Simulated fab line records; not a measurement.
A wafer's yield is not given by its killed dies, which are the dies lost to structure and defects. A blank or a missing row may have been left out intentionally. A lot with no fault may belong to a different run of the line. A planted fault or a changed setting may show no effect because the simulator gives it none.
Which tool is to blame? | flow nand-harc | 14 lots with 42 wafers sampled at 5 steps, on a route of 1302 steps

## WHAT EACH GAUGE READ, for each wafer
NHARC_A_ONON_D2_THK_MEAS_02: measures by ellipsometry.
lot  | measured     | on            | thk-nm (nm)
L756 | day 12 10:58 | film-metro-02 | 1004 1004 1003
L758 | day 13 08:38 | film-metro-01 | 995 995 993
L759 | day 13 14:25 | film-metro-02 | 443 442 442 443 445 444
L760 | day 14 13:19 | film-metro-02 | 454 455 454 456 453 454
L767 | day 17 05:16 | film-metro-01 | 1014 1016 1012
L770 | day 18 11:24 | film-metro-01 | 1020 1020 1018
L768 | day 18 11:19 | film-metro-02 | 1003 1003 1004
L769 | day 18 18:34 | film-metro-02 | 1000 998 997
L772 | day 19 09:02 | film-metro-01 | 1005 1004 1005
L771 | day 19 15:57 | film-metro-02 | 1008 1008 1008
L774 | day 19 22:06 | film-metro-01 | 1004 1003 1002
L775 | day 20 22:20 | film-metro-01 | 1010 1009 1010
L776 | day 21 07:29 | film-metro-02 | 996 997 996
L778 | day 21 13:34 | film-metro-01 | 1005 1007 1005

NHARC_A_ONON_D2_THK_MEAS_11: measures by ellipsometry.
lot  | measured     | on            | thk-nm (nm)
L756 | day 12 13:01 | film-metro-01 | 1000 998 999
L758 | day 13 10:21 | film-metro-01 | 1014 1012 1012
L767 | day 17 06:59 | film-metro-01 | 1007 1006 1006
L770 | day 18 13:07 | film-metro-01 | 985 986 983
L768 | day 18 13:01 | film-metro-02 | 998 1000 998
L769 | day 18 20:16 | film-metro-02 | 1006 1006 1007
L772 | day 19 10:44 | film-metro-02 | 992 993 991
L771 | day 19 17:38 | film-metro-02 | 1027 1023 1023
L774 | day 19 23:49 | film-metro-02 | 1008 1010 1011
L775 | day 21 00:02 | film-metro-01 | 1016 1017 1016
L776 | day 21 09:10 | film-metro-02 | 988 987 990
L778 | day 21 15:16 | film-metro-01 | 1009 1007 1008

## TOOL THAT RAN EACH LOT (tool first, then ch and the chambers of the sampled wafers, then the start)
lot  | NHARC_A_CHANNEL_FILL_D1_ETCHBACK_08           | NHARC_A_DECK1_JOINT_CMP_02    | NHARC_A_ONON_D2_DEP_00
L756 | rie-diel-04 ch 0,2, day 12 09:43 or earlier   | cmp-02 ch 1,2,3, day 12 09:43 | pecvd-onon-03 ch 0, day 12 10:28
L758 | rie-diel-04 ch 1,2,3, day 13 07:19 or earlier | cmp-03 ch 0,1, day 13 07:19   | pecvd-onon-01 ch 0, day 13 08:14
L759 | rie-diel-03 ch 0,1,3, day 13 13:08 or earlier | cmp-03 ch 0,2, day 13 13:08   | pecvd-onon-04 ch 0, day 13 13:58
L760 | rie-diel-03 ch 0,2,3, day 14 12:01 or earlier | cmp-03 ch 1,3, day 14 12:01   | pecvd-onon-04 ch 0, day 14 12:48
L767 | rie-diel-01 ch 1,3, day 17 03:41 or earlier   | cmp-04 ch 1,2, day 17 03:41   | pecvd-onon-03 ch 0, day 17 04:50
L770 | rie-diel-03 ch 0,1,2, day 18 09:35 or earlier | cmp-04 ch 1,2, day 18 09:35   | pecvd-onon-01 ch 0, day 18 10:53
L768 | rie-diel-04 ch 0,2,3, day 18 09:35 or earlier | cmp-03 ch 0,2, day 18 09:35   | pecvd-onon-04 ch 0, day 18 10:55
L769 | rie-diel-04 ch 0,2,3, day 18 17:19 or earlier | cmp-03 ch 1,3, day 18 17:19   | pecvd-onon-04 ch 0, day 18 18:04
L772 | rie-diel-01 ch 1,2, day 19 07:45 or earlier   | cmp-04 ch 1,2, day 19 07:45   | pecvd-onon-03 ch 0, day 19 08:35
L771 | rie-diel-04 ch 0,1,3, day 19 14:45 or earlier | cmp-04 ch 0,1,3, day 19 14:45 | pecvd-onon-01 ch 0, day 19 15:26
L774 | rie-diel-01 ch 1,2,3, day 19 20:51 or earlier | cmp-03 ch 1,3, day 19 20:51   | pecvd-onon-04 ch 0, day 19 21:43
L775 | rie-diel-01 ch 0,1,3, day 20 21:04 or earlier | cmp-03 ch 1,2,3, day 20 21:04 | pecvd-onon-04 ch 0, day 20 21:50
L776 | rie-diel-01 ch 0,1,3, day 21 06:13 or earlier | cmp-03 ch 0,1,2, day 21 06:13 | pecvd-onon-03 ch 0, day 21 07:02
L778 | rie-diel-04 ch 0,2,3, day 21 12:17 or earlier | cmp-04 ch 0,1, day 21 12:17   | pecvd-onon-01 ch 0, day 21 13:07
- NHARC_A_CHANNEL_FILL_D1_ETCHBACK_08: etches the open film in C4F8, target depth 220 nm, time 110 s.
- NHARC_A_DECK1_JOINT_CMP_02: polishes SiOx.
- NHARC_A_ONON_D2_DEP_00: target thk 1000 nm.

## WHAT THE TOOLS THEMSELVES READ (means of the sampled wafers that have a number; where no wafer has one, the mark that the record gives instead)
NHARC_A_CHANNEL_FILL_D1_ETCHBACK_08.
lot  | tool        | oes-product-au (a.u.) | rf-vpp-V (V)
L756 | rie-diel-04 | 0.93                  | 436.7
L758 | rie-diel-04 | 1.00                  | 438.8
L759 | rie-diel-03 | 0.93                  | 439.4
L760 | rie-diel-03 | 0.92                  | 439.0
L767 | rie-diel-01 | 0.92                  | 436.4
L770 | rie-diel-03 | 0.93                  | 438.1
L768 | rie-diel-04 | 0.99                  | 437.4
L769 | rie-diel-04 | 0.92                  | 439.1
L772 | rie-diel-01 | 1.00                  | 437.5
L771 | rie-diel-04 | 1.00                  | 437.7
L774 | rie-diel-01 | 0.99                  | 437.5
L775 | rie-diel-01 | 0.92                  | 438.0
L776 | rie-diel-01 | 0.92                  | 438.0
L778 | rie-diel-04 | 0.92                  | 438.3

NHARC_A_DECK1_JOINT_CMP_02.
lot  | tool   | motor-current-A (A)
L756 | cmp-02 | 10.9
L758 | cmp-03 | 10.9
L759 | cmp-03 | 12.2
L760 | cmp-03 | 10.8
L767 | cmp-04 | 11.1
L770 | cmp-04 | 11.2
L768 | cmp-03 | 12.5
L769 | cmp-03 | 11.2
L772 | cmp-04 | 11.7
L771 | cmp-04 | 12.5
L774 | cmp-03 | 11.0
L775 | cmp-03 | 11.5
L776 | cmp-03 | 11.1
L778 | cmp-04 | 12.2

NHARC_A_ONON_D2_DEP_00.
lot  | tool          | n2o-flow-sccm (sccm)
L756 | pecvd-onon-03 | 2001
L758 | pecvd-onon-01 | 1993
L759 | pecvd-onon-04 | 2004
L760 | pecvd-onon-04 | 1999
L767 | pecvd-onon-03 | 2003
L770 | pecvd-onon-01 | 1999
L768 | pecvd-onon-04 | 1995
L769 | pecvd-onon-04 | 2003
L772 | pecvd-onon-03 | 2001
L771 | pecvd-onon-01 | 1996
L774 | pecvd-onon-04 | 1997
L775 | pecvd-onon-04 | 2001
L776 | pecvd-onon-03 | 1997
L778 | pecvd-onon-01 | 2004

## THE ANSWER, worked out from the rows above alone
Rule: the lots themselves supply what counts as usual. Put in order of their means at a reading, lots are off if they are a third of the lots or fewer, leave a main group of 4 or more, and stand apart from it by a gap of 3 or more times the standard deviation of the main group's means; of several such gaps the widest counts. The tables above print the reading to a certain number of digits; a main group whose means all agree to those digits is not used. Also off: a lot with no number at a reading for which 4 or more lots have one. Any other lot the step has rows for is counted as sound. Order of review: gauges by route order, followed by the tools' own readings, for which a lot's mean as printed above is used. The first step at which some lot is off is used, and at that step the reading that is off furthest; a lot without a number counts as furthest.
Off: L759, L760 (NHARC_A_ONON_D2_THK_MEAS_02, thk-nm). Mean 1005 nm and standard deviation 6.8 in the main group.
If a tool, at a process step before that reading, ran all the lots that are off and no sound lot after the first of them, it fits. The gauges at NHARC_A_ONON_D2_THK_MEAS_02 are tried like those tools. Because NHARC_A_CHANNEL_FILL_D1_ETCHBACK_08 lacks a start for some lots, the hours and order of its lots are taken from NHARC_A_DECK1_JOINT_CMP_02. Of those tried, none fits.

## WHAT THE SIMULATOR PUT IN
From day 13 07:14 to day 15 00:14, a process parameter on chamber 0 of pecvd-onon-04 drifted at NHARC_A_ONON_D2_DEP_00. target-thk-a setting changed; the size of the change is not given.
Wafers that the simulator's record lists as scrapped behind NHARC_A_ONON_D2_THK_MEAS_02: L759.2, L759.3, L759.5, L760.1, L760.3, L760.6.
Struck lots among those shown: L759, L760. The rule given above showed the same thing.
